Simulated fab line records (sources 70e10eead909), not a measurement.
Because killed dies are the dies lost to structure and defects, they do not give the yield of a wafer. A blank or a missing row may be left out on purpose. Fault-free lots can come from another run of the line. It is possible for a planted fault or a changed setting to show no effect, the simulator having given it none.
Chamber matching || flow nandHarc || NHARC_A_CHANNEL_FILL_D1_ALD_16 on aldHk-03 has 4 sister chambers
The step deposits SiO2, target thk 1.5 nm, pulse time 10 s, ald cycles 15. 14 wafers are shown with their chamber, then 7 later ones without.

## WAFERS, EACH WITH ITS CHAMBER
{"wafer": "L614.1", "chamber": 2, "heaterPowerW (W)": 461, "precursorPulseHeightRel": 0.980}
{"wafer": "L614.4", "chamber": 0, "heaterPowerW (W)": 491, "precursorPulseHeightRel": 0.977}
{"wafer": "L614.6", "chamber": 2, "heaterPowerW (W)": 454, "precursorPulseHeightRel": 0.995}
{"wafer": "L615.4", "chamber": 1, "heaterPowerW (W)": 469, "precursorPulseHeightRel": 1.054}
{"wafer": "L615.5", "chamber": 0, "heaterPowerW (W)": 485, "precursorPulseHeightRel": 0.997}
{"wafer": "L615.6", "chamber": 1, "heaterPowerW (W)": 469, "precursorPulseHeightRel": 1.013}
{"wafer": "L616.1", "chamber": 2, "heaterPowerW (W)": 457, "precursorPulseHeightRel": 1.006}
{"wafer": "L616.3", "chamber": 0, "heaterPowerW (W)": 490, "precursorPulseHeightRel": 0.993}
{"wafer": "L616.6", "chamber": 3, "heaterPowerW (W)": 503, "precursorPulseHeightRel": 1.020}
{"wafer": "L622.2", "chamber": 3, "heaterPowerW (W)": 508, "precursorPulseHeightRel": 1.020}
{"wafer": "L622.4", "chamber": 1, "heaterPowerW (W)": 471, "precursorPulseHeightRel": 0.988}
{"wafer": "L622.6", "chamber": 1, "heaterPowerW (W)": 478, "precursorPulseHeightRel": 0.997}
{"wafer": "L629.2", "chamber": 0, "heaterPowerW (W)": 503, "precursorPulseHeightRel": 1.017}
{"wafer": "L629.4", "chamber": 2, "heaterPowerW (W)": 464, "precursorPulseHeightRel": 1.038}

SIGNATURES (means of the wafers above)
{"reading": "heaterPowerW", "chamber 0": 492.25, "chamber 1": 471.75, "chamber 2": 459.00, "chamber 3": 505.50, "scatter within a chamber": 5.48}
{"reading": "precursorPulseHeightRel", "chamber 0": 0.99600, "chamber 1": 1.01300, "chamber 2": 1.00475, "chamber 3": 1.02000, "scatter within a chamber": 0.0228}
Rule: a wafer lies at a distance from a chamber equal to the root of the sum of squares, over the readings, of (its reading less the chamber's mean, divided by the reading's scatter). If the next closest chamber is less than 2 further off than the closest, the wafer can't be placed; otherwise it belongs to the closest. The scatter is the square root of a quotient: the sum, over the shown wafers, of each reading's squared deviation from its chamber's mean, divided by wafers minus chambers.

## WAFERS WITH NO CHAMBER GIVEN
{"wafer": "L629.5", "heaterPowerW (W)": 461, "precursorPulseHeightRel": 1.001}
{"wafer": "L634.3", "heaterPowerW (W)": 481, "precursorPulseHeightRel": 0.970}
{"wafer": "L634.5", "heaterPowerW (W)": 482, "precursorPulseHeightRel": 1.021}
{"wafer": "L634.6", "heaterPowerW (W)": 463, "precursorPulseHeightRel": 0.999}
{"wafer": "L637.1", "heaterPowerW (W)": 512, "precursorPulseHeightRel": 1.009}
{"wafer": "L637.4", "heaterPowerW (W)": 473, "precursorPulseHeightRel": 1.028}
{"wafer": "L637.6", "heaterPowerW (W)": 479, "precursorPulseHeightRel": 0.995}

## THE CHAMBER EACH PASSED THROUGH
{"wafer": "L629.5", "from the rows above": "can't be placed: 2 or 1", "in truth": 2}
{"wafer": "L634.3", "from the rows above": "can't be placed: 0 or 1 or 2", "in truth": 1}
{"wafer": "L634.5", "from the rows above": "can't be placed: 1 or 0", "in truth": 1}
{"wafer": "L634.6", "from the rows above": "can't be placed: 2 or 1", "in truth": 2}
{"wafer": "L637.1", "from the rows above": 3, "in truth": 3}
{"wafer": "L637.4", "from the rows above": 1, "in truth": 1}
{"wafer": "L637.6", "from the rows above": "can't be placed: 1 or 0", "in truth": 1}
Correctly placed: 2 of 7. Not placeable from these rows: 5 (in 5, the candidates include the true chamber). Placed wrongly: 0.
